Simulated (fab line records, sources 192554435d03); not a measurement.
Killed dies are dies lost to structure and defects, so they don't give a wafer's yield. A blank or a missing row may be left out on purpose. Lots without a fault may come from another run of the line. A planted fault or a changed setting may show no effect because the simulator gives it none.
fab line records | flow n5_finfet
record lots=7 wafers=21
route steps=1938 shown BEOL_M14@1743 BEOL_M15@1809 MIM_BOT_ETCH@1866 TV_LITHO@1879 TV_OPEN@1890
start_h: hours from the record's first day to the start of the lot's first wafer shown | wait_h: hours since the lot's step before | " the same as in the row above | L1.1+2: a row that stands for several wafers | - no value, or no start given | * or withheld: withheld | < > ~ a bound
route shown NAME@n: a module of which the file shows steps, and the number in the route of the first | usual: mean/standard deviation of fault-free wafers | same: alike in all rows | chamber/n: place in a boat | sites: the reading at each site | _std_site: their standard deviation | _edge_site: outer sites' mean less inner sites' | radius_mm: how far each site lies from the wafer's centre | mask NAME#n: copy n | behind: the tool/chamber that last shaped the wafer | hold: why the lot was held/for how many hours/how that ended | device: the transistor (n, p or np) that didn't switch | end of line: the same wafers' tests at the end of the route | a step without rows: its recipe alone | killed: dies lost to structure and defects at the first sort, not the wafer's yield | map: a wafer's dies, x killed, . not, _ none there
set.NAME: the setting as run; set.NAME@STEP: as run at that earlier step | model.NAME: the simulator's own value behind a step, which no gauge read
lots whose settings were changed on purpose; a table a step, a row a wafer
## steps
# step N5_BEOL_M14_PEB_26
# recipe peb_temp_c=130 peb_time_s=90
# columns lot.wafer tool chamber start_h wait_h set.peb_temp_c
L076.1 litho_track-04 0 267.68 0.1 130
L076.3+5 " 0 " " 132.6
L089.2+3+4 litho_track-01 0 344.44 0.0 130
L088.2+3+4 litho_track-04 0 345.90 0.0 130
L091.1+4+6 litho_track-04 0 356.49 0.1 130
L092.1+3+6 litho_track-04 0 368.28 0.1 130
L095.1+4 litho_track-03 0 394.48 0.1 130
L095.6 " 0 " " 127.7
L096.1+4 litho_track-03 0 400.86 0.1 126.8
L096.3 " 0 " " 130
# step N5_BEOL_M14_DEVELOP_27
# recipe develop_time_s=45 rinse_liquid=diw dry=air_spin dev_temp_c=21
# step N5_BEOL_M14_HARDBAKE_32
# recipe temp_c=130 time_s=120
# step N5_BEOL_M14_CD_MEAS_28
# recipe target_cd_nm=284.4 landing_energy_ev=500 detector=se_inlens
# usual cd_nm=284.1/2.1
# columns lot.wafer tool chamber start_h wait_h set.peb_temp_c@BEOL_M14_PEB_26 cd_nm
L076.1 cd_sem-03 0 267.80 - 130 281.4
L076.3 " 0 " " 132.6 294.4
L076.5 " 0 " " 132.6 290.6
L089.2 cd_sem-01 0 344.56 - 130 283.5
L089.3 " 0 " " 130 283.2
L089.4 " 0 " " 130 282.5
L088.2 cd_sem-02 0 346.02 - 130 283.1
L088.3 " 0 " " 130 281.4
L088.4 " 0 " " 130 284.5
L091.1 cd_sem-02 0 356.60 - 130 283.4
L091.4 " 0 " " 130 283.3
L091.6 " 0 " " 130 287.5
L092.1 cd_sem-02 0 368.39 - 130 285.9
L092.3 " 0 " " 130 283.5
L092.6 " 0 " " 130 284.3
L095.1 cd_sem-03 0 394.60 - 130 286.8
L095.4 " 0 " " 130 285.7
L095.6 " 0 " " 127.7 273.7
L096.1 cd_sem-02 0 400.97 - 126.8 267.7
L096.3 " 0 " " 130 289.1
L096.4 " 0 " " 126.8 269.4
# step N5_BEOL_M14_DESCUM_33
# recipe chemistry=O2 time_s=7.9 source_power_w=50 bias_power_w=20 pressure_mtorr=20 rf_frequency_hz=2.712e+07 temp_c=40 o2_flow_sccm=225
# columns lot.wafer tool chamber start_h wait_h set.peb_temp_c@BEOL_M14_PEB_26 model.BEOL_M14.cd_nm
L076.1 rie_diel-06 0 268.11 0.3 130 281.8
L076.3 " 3 " " 132.6 294.2
L076.5 " 1 " " 132.6 290.6
L089.2 rie_diel-02 1 344.68 0.1 130 283.8
L089.3 " 3 " " 130 283.4
L089.4 " 1 " " 130 282.8
L088.2 rie_diel-06 2 346.11 0.0 130 282.6
L088.3 " 1 " " 130 281.2
L088.4 " 1 " " 130 284
L091.1 rie_diel-01 3 356.69 0.0 130 283.4
L091.4 " 2 " " 130 282.8
L091.6 " 1 " " 130 287.4
L092.1 rie_diel-06 0 368.48 0.0 130 286
L092.3 " 3 " " 130 283.6
L092.6 " 1 " " 130 284.4
L095.1 rie_diel-01 2 394.69 0.0 130 286.4
L095.4 " 3 " " 130 -
L095.6 " 1 " " 127.7 273.8
L096.1 rie_diel-01 1 401.06 0.0 126.8 268
L096.3 " 3 " " 130 289
L096.4 " 1 " " 126.8 269.4
# step N5_BEOL_M14_ETCH_67
# recipe chemistry=CF4 target=SiARC target_depth_a=1430 time_s=238.3 ion_energy_ev=80 pressure_mtorr=40 source_w=545 bias_w=36 Ar_flow_sccm=100 cf4_flow_sccm=100 ends=cleared
# columns lot.wafer tool chamber start_h wait_h set.spin_rpm@BEOL_M14_COAT_66 set.peb_temp_c@BEOL_M14_PEB_26 model.BEOL_M14.cd_nm model.etch.depth_nm model.coat_of_BEOL_M14_COAT_22.thk_nm
L076.1 rie_diel-06 0 268.15 0.0 1443 130 278.6 112 212.2
L076.3 " 3 " " 1500 132.6 290.4 109.6 212.6
L076.5 " 1 " " 1443 132.6 286.4 111.9 211.6
L089.2 rie_diel-02 1 344.72 0.0 1615 130 278.4 106.1 212.6
L089.3 " 3 " " 1615 130 278.6 106.2 213
L089.4 " 1 " " 1615 130 276.6 106 213
L088.2 rie_diel-06 2 346.14 0.0 1644 130 278.6 104.7 214
L088.3 " 1 " " 1500 130 277.4 109.8 211.6
L088.4 " 1 " " 1644 130 280.2 104.7 214.8
L091.1 rie_diel-01 3 356.72 0.0 1500 130 278.6 109.8 210.2
L091.4 " 2 " " 1500 130 278.4 109.9 211
L091.6 " 1 " " 1500 130 283.2 110.2 211.4
L092.1 rie_diel-06 0 368.52 0.0 1500 130 281 109.9 211
L092.3 " 3 " " 1500 130 279.2 109.9 212.2
L092.6 " 1 " " 1500 130 280.2 109.7 211.8
L095.1 rie_diel-01 2 394.72 0.0 1334 130 283 116.7 207
L095.4 " 3 " " 1500 130 280.8 109.9 211.6
L095.6 " 1 " " 1334 127.7 269.6 117 207.2
L096.1 rie_diel-01 1 401.10 0.0 1500 126.8 263 109.9 211
L096.3 " 3 " " 1349 130 284.6 116.2 207.8
L096.4 " 1 " " 1349 126.8 265 116.2 207.6
# step N5_BEOL_M14_ETCH_68
# recipe chemistry=N2/H2 target=SOC mask_material=SiARC source_w=3000 bias_w=350 temp_c=40 time_s=450 ion_energy_ev=200 pressure_mtorr=30 n2_flow_sccm=200 h2_flow_sccm=200
# columns lot.wafer tool chamber start_h wait_h set.spin_rpm@BEOL_M14_COAT_66 set.peb_temp_c@BEOL_M14_PEB_26 model.BEOL_M14.cd_nm model.SiARC_of_BEOL_M14_COAT_66.thk_nm
L076.1 rie_diel-06 0 268.30 0.1 1443 130 277.4 69.2
L076.3 " 3 " " 1500 132.6 289.4 65.4
L076.5 " 1 " " 1443 132.6 286.6 66.6
L089.2 rie_diel-02 1 344.86 0.1 1615 130 279 61.4
L089.3 " 3 " " 1615 130 279.2 61.8
L089.4 " 1 " " 1615 130 277 61.4
L088.2 rie_diel-06 2 346.29 0.1 1644 130 278.6 60
L088.3 " 1 " " 1500 130 278 65
L088.4 " 1 " " 1644 130 281.6 59.6
L091.1 rie_diel-01 3 356.87 0.1 1500 130 278.4 64.8
L091.4 " 2 " " 1500 130 278.6 65.8
L091.6 " 1 " " 1500 130 286.4 65.8
L092.1 rie_diel-06 0 368.66 0.1 1500 130 278.8 64.6
L092.3 " 3 " " 1500 130 276.8 66
L092.6 " 1 " " 1500 130 279.4 65
L095.1 rie_diel-01 2 394.87 0.1 1334 130 282 73
L095.4 " 3 " " 1500 130 280.4 63.8
L095.6 " 1 " " 1334 127.7 271.4 72
L096.1 rie_diel-01 1 401.24 0.1 1500 126.8 264.2 65.4
L096.3 " 3 " " 1349 130 283.6 70.4
L096.4 " 1 " " 1349 126.8 263 70.8
# step N5_BEOL_M14_STRIP_69
# recipe chemistry=N2/H2 temp_c=40 n2_flow_sccm=200 h2_flow_sccm=200 rf_frequency_hz=6e+07
# step N5_BEOL_M14_TRENCH_ETCH_34
# recipe chemistry=C4F8/O2/Ar target=SiO2 target_depth_a=5566.5 mask_material=SOC he_inner_torr=15 he_outer_torr=30 time_s=126.9 ion_energy_ev=800 pressure_mtorr=20 source_w=1905 bias_w=2040 Ar_flow_sccm=400 C4F8_flow_sccm=16 O2_flow_sccm=12
# step N5_BEOL_M14_STRIP_37
# recipe chemistry=O2 power_w=600 temp_c=60 pressure_mtorr=30 rf_frequency_hz=6e+07 bias_power_w=0 overash_fraction=0.3 o2_flow_sccm=225
# step N5_BEOL_M14_ETCH_38
# recipe chemistry=CF4/N2 target=SiCN target_depth_a=1065 taper_deg=2 time_s=120.6 ion_energy_ev=150 mask_material=SiO2 pressure_mtorr=40 source_w=430 bias_w=70 Ar_flow_sccm=100 cf4_flow_sccm=60 n2_flow_sccm=60
# columns lot.wafer tool chamber start_h wait_h set.peb_temp_c@BEOL_M14_PEB_26 model.BEOL_M14.cd_nm
L076.1 rie_diel-01 1 - - 130 277.6
L076.3 " 0 " " 132.6 289.6
L076.5 " 2 " " 132.6 286.6
L089.2 rie_diel-01 2 - - 130 279
L089.3 " 3 " " 130 279.4
L089.4 " 1 " " 130 277.2
L088.2 rie_diel-01 1 - - 130 278.2
L088.3 " 2 " " 130 278
L088.4 " 3 " " 130 281.8
L091.1 rie_diel-01 1 - - 130 278.6
L091.4 " 2 " " 130 279
L091.6 " 0 " " 130 286
L092.1 rie_diel-01 1 - - 130 279.2
L092.3 " 0 " " 130 276.6
L092.6 " 0 " " 130 279.6
L095.1 rie_diel-06 0 - - 130 282.4
L095.4 " 1 " " 130 280.6
L095.6 " 0 " " 127.7 271
L096.1 rie_diel-02 2 - - 126.8 264
L096.3 " 0 " " 130 283.6
L096.4 " 3 " " 126.8 262.6
# step N5_BEOL_M15_TRENCH_ETCH_34
# recipe chemistry=C4F8/O2/Ar target=SiO2 target_depth_a=8729.3 he_inner_torr=15 he_outer_torr=30 time_s=199 ion_energy_ev=800 pressure_mtorr=20 source_w=1905 bias_w=2040 Ar_flow_sccm=400 C4F8_flow_sccm=16 O2_flow_sccm=12
# usual rf_vpp_V=2230/29
# columns lot.wafer tool chamber start_h wait_h set.bias_w rf_vpp_V
L076.1 rie_diel-04 0 274.71 0.0 2040 2262
L076.3 " 3 " " 2040 2262
L076.5 " 0 " " 1767 2042
L089.2 rie_diel-03 0 351.85 0.0 1795 2031
L089.3 " 2 " " 2040 2274
L089.4 " 3 " " 1795 2001
L088.2 rie_diel-03 3 352.39 0.0 1857 2050
L088.3 " 2 " " 2040 2274
L088.4 " 1 " " 1857 2064
L091.1 rie_diel-03 3 363.77 0.0 2040 2190
L091.4 " 2 " " 2040 2271
L091.6 " 0 " " 2040 2223
L092.1 rie_diel-05 3 374.51 0.0 2040 2224
L092.3 " 2 " " 2215 2389
L092.6 " 2 " " 2215 2387
L095.1 rie_diel-03 3 400.29 0.0 2040 2191
L095.4 " 1 " " 2040 2204
L095.6 " 3 " " 2040 2190
L096.1 rie_diel-03 1 408.39 0.0 2370 2446
L096.3 " 3 " " 2040 2190
L096.4 " 2 " " 2370 2517
# step N5_MIM_BOT_ETCH_ETCH_04
# recipe chemistry=CF4/O2 target=SiNx target_depth_a=260 time_s=13 ion_energy_ev=100 pressure_mtorr=40 source_w=535 bias_w=49 Ar_flow_sccm=100 cf4_flow_sccm=100 O2_flow_sccm=10
# columns lot.wafer tool chamber start_h wait_h set.time_s model.etch.depth_nm
L076.1 rie_diel-01 0 282.36 0.0 10.3 20.41
L076.3 " 3 " " 13 27.02
L076.5 " 3 " " 10.3 21.61
L089.2 rie_diel-06 3 361.40 0.0 13 25.94
L089.3 " 1 " " 13 26.22
L089.4 " 3 " " 13 25.79
L088.2 rie_diel-01 1 364.76 0.0 13 25.81
L088.3 " 3 " " 13 27.11
L088.4 " 2 " " 11.35 22.4
L091.1 rie_diel-06 0 372.25 0.0 13 26.46
L091.4 " 1 " " 13 26.4
L091.6 " 0 " " 13 26.47
L092.1 rie_diel-02 2 384.67 0.0 14.32 29.96
L092.3 " 1 " " 14.32 28.16
L092.6 " 0 " " 13 25.49
L095.1 rie_diel-01 3 409.25 0.0 13 27.09
L095.4 " 2 " " 13 25.55
L095.6 " 0 " " 13 25.24
L096.1 rie_diel-01 2 419.68 0.0 15.8 30.98
L096.3 " 3 " " 15.8 32.87
L096.4 " 0 " " 13 25.26
# step N5_MIM_BOT_ETCH_ETCH_00
# recipe chemistry=Cl2/BCl3 target=TiN target_depth_a=455 ion_energy_ev=150 pressure_mtorr=10 icp_w=1000 bias_w=126 Cl2_flow_sccm=53.25 bcl3_flow_sccm=21.75 Ar_flow_sccm=25
# columns lot.wafer tool chamber start_h wait_h set.icp_w model.etch.depth_nm
L076.1 rie_metal-03 0 282.54 0.1 1000 45.02
L076.3 " 1 " " 936.3 42.4
L076.5 " 1 " " 1000 44.72
L089.2 rie_metal-01 0 361.57 0.1 1000 44.57
L089.3 " 0 " " 832.8 38.04
L089.4 " 1 " " 1000 45.7
L088.2 rie_metal-01 0 364.93 0.1 1000 44.19
L088.3 " 0 " " 1000 44.85
L088.4 " 1 " " 1000 45.93
L091.1 rie_metal-01 1 372.43 0.1 1000 46.12
L091.4 " 1 " " 1000 46.18
L091.6 " 1 " " 1000 45.94
L092.1 rie_metal-02 1 384.85 0.1 1000 44.4
L092.3 " 0 " " 1000 44.13
L092.6 " 1 " " 1000 44.85
L095.1 rie_metal-02 1 409.43 0.1 1000 44.82
L095.4 " 1 " " 1000 44.54
L095.6 " 0 " " 828.7 37.66
L096.1 rie_metal-03 0 419.86 0.1 1163 49.86
L096.3 " 0 " " 1163 50.15
L096.4 " 1 " " 1000 43.86
# step N5_PASSIVATION_EXPOSE_07
# recipe mask_id=TV na=0.55 source_shape=conventional sigma_outer=0.8 polarization=unpolarized defocus_nm=0 target_cd_nm=3000 dose_mj=22.75
# columns lot.wafer tool chamber start_h wait_h mask set.dose_mj
L076.1+3+5 krf_scanner-02 0 283.40 - TV#0 22.75
L089.2+3 krf_scanner-02 0 364.40 - TV#0 22.26
L089.4 " 0 " " TV#0 22.75
L088.2+3+4 krf_scanner-01 0 366.34 - TV#0 22.75
L091.1+4+6 krf_scanner-02 0 373.94 - TV#0 22.75
L092.1+3+6 krf_scanner-02 0 386.61 - TV#0 22.75
L095.1 krf_scanner-01 0 410.40 - TV#0 23.93
L095.4+6 " 0 " " TV#0 22.75
L096.1 krf_scanner-02 0 421.52 - TV#0 23.61
L096.3+4 " 0 " " TV#0 22.75
# step N5_PASSIVATION_PEB_08
# recipe peb_temp_c=withheld peb_time_s=*
# step N5_PASSIVATION_DEVELOP_09
# recipe develop_time_s=60 rinse_liquid=diw dry=air_spin dev_temp_c=21
# step N5_PASSIVATION_HARDBAKE_11
# recipe temp_c=130 time_s=120
# step N5_PASSIVATION_CD_MEAS_10
# recipe target_cd_nm=3000 landing_energy_ev=500 detector=se_inlens
# usual cd_nm=2999.6/2.2
# columns lot.wafer tool chamber start_h wait_h set.dose_mj@PASSIVATION_EXPOSE_07 cd_nm
L076.1 cd_sem-01 0 283.58 - 22.75 3003.2
L076.3 " 0 " " 22.75 3001.7
L076.5 " 0 " " 22.75 3002.3
L089.2 cd_sem-03 0 364.58 - 22.26 2991.1
L089.3 " 0 " " 22.26 2996.4
L089.4 " 0 " " 22.75 3001.0
L088.2 cd_sem-02 0 366.51 - 22.75 3003.2
L088.3 " 0 " " 22.75 2998.6
L088.4 " 0 " " 22.75 2998.5
L091.1 cd_sem-01 0 374.11 - 22.75 2996.3
L091.4 " 0 " " 22.75 2999.5
L091.6 " 0 " " 22.75 2999.7
L092.1 cd_sem-03 0 386.79 - 22.75 3000.7
L092.3 " 0 " " 22.75 2996.5
L092.6 " 0 " " 22.75 3000.1
L095.1 cd_sem-03 0 410.57 - 23.93 3012.7
L095.4 " 0 " " 22.75 3002.8
L095.6 " 0 " " 22.75 2999.7
L096.1 cd_sem-01 0 421.69 - 23.61 3009.4
L096.3 " 0 " " 22.75 3001.5
L096.4 " 0 " " 22.75 3002.0
# step N5_PASSIVATION_ETCH_15
# recipe chemistry=CF4/N2 target=SiCN target_depth_a=750 taper_deg=2 time_s=81.2 ion_energy_ev=150 mask_material=SiNx pressure_mtorr=40 source_w=430 bias_w=70 Ar_flow_sccm=100 cf4_flow_sccm=60 n2_flow_sccm=60
# usual rf_vpp_V=382.5/2.1
# columns lot.wafer tool chamber start_h wait_h set.bias_w rf_vpp_V
L076.1 rie_diel-04 3 - - 60.09 348.5
L076.3 " 0 " " 70 382.4
L076.5 " 3 " " 60.09 349.7
L089.2 rie_diel-03 3 - - 73.98 395.3
L089.3 " 0 " " 70 378.0
L089.4 " 1 " " 70 381.1
L088.2 rie_diel-03 0 - - 70 380.0
L088.3 " 2 " " 70 384.0
L088.4 " 1 " " 70 381.4
L091.1 rie_diel-04 3 - - 70 383.6
L091.4 " 3 " " 70 384.0
L091.6 " 1 " " 70 384.0
L092.1 rie_diel-04 1 - - 70 384.4
L092.3 " 3 " " 70 384.6
L092.6 " 3 " " 70 384.8
L095.1 rie_diel-04 3 - - 70 382.7
L095.4 " 0 " " 75.65 400.7
L095.6 " 0 " " 70 381.1
L096.1 rie_diel-03 1 - - 64.31 361.7
L096.3 " 2 " " 70 382.0
L096.4 " 3 " " 70 378.9
## key
split step=N5_BEOL_M14_PEB_26 setting=peb_temp_c stated=130 by=wafer
response step=N5_BEOL_M14_CD_MEAS_28 reading=cd_nm change=+7.21 per=1% r=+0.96
response step=N5_BEOL_M14_DESCUM_33 reading=model.BEOL_M14.cd_nm change=+7.08 per=1% r=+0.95
response step=N5_BEOL_M14_ETCH_67 reading=model.BEOL_M14.cd_nm change=+6.98 per=1% r=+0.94
response step=N5_BEOL_M14_ETCH_68 reading=model.BEOL_M14.cd_nm change=+6.65 per=1% r=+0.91
response step=N5_BEOL_M14_ETCH_38 reading=model.BEOL_M14.cd_nm change=+6.79 per=1% r=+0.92
split step=N5_BEOL_M15_TRENCH_ETCH_34 setting=bias_w stated=2040 by=wafer
response step=N5_BEOL_M15_TRENCH_ETCH_34 reading=rf_vpp_V change=+19.1 per=1% r=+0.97
split step=N5_MIM_BOT_ETCH_ETCH_04 setting=time_s stated=13 by=wafer
response step=N5_MIM_BOT_ETCH_ETCH_04 reading=model.etch.depth_nm change=+0.307 per=1% r=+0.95
split step=N5_MIM_BOT_ETCH_ETCH_00 setting=icp_w stated=1000 by=wafer
response step=N5_MIM_BOT_ETCH_ETCH_00 reading=model.etch.depth_nm change=+0.404 per=1% r=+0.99
split step=N5_PASSIVATION_EXPOSE_07 setting=dose_mj stated=22.75 by=wafer
response step=N5_PASSIVATION_CD_MEAS_10 reading=cd_nm change=+2.27 per=1% r=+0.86
split step=N5_PASSIVATION_ETCH_15 setting=bias_w stated=70 by=wafer
response step=N5_PASSIVATION_ETCH_15 reading=rf_vpp_V change=+2.38 per=1% r=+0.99
split outside_this_file step=N5_BEOL_M14_COAT_66 setting=spin_rpm
# split outside_this_file: this setting was split too, and the file shows its column; the key of that split is in another file
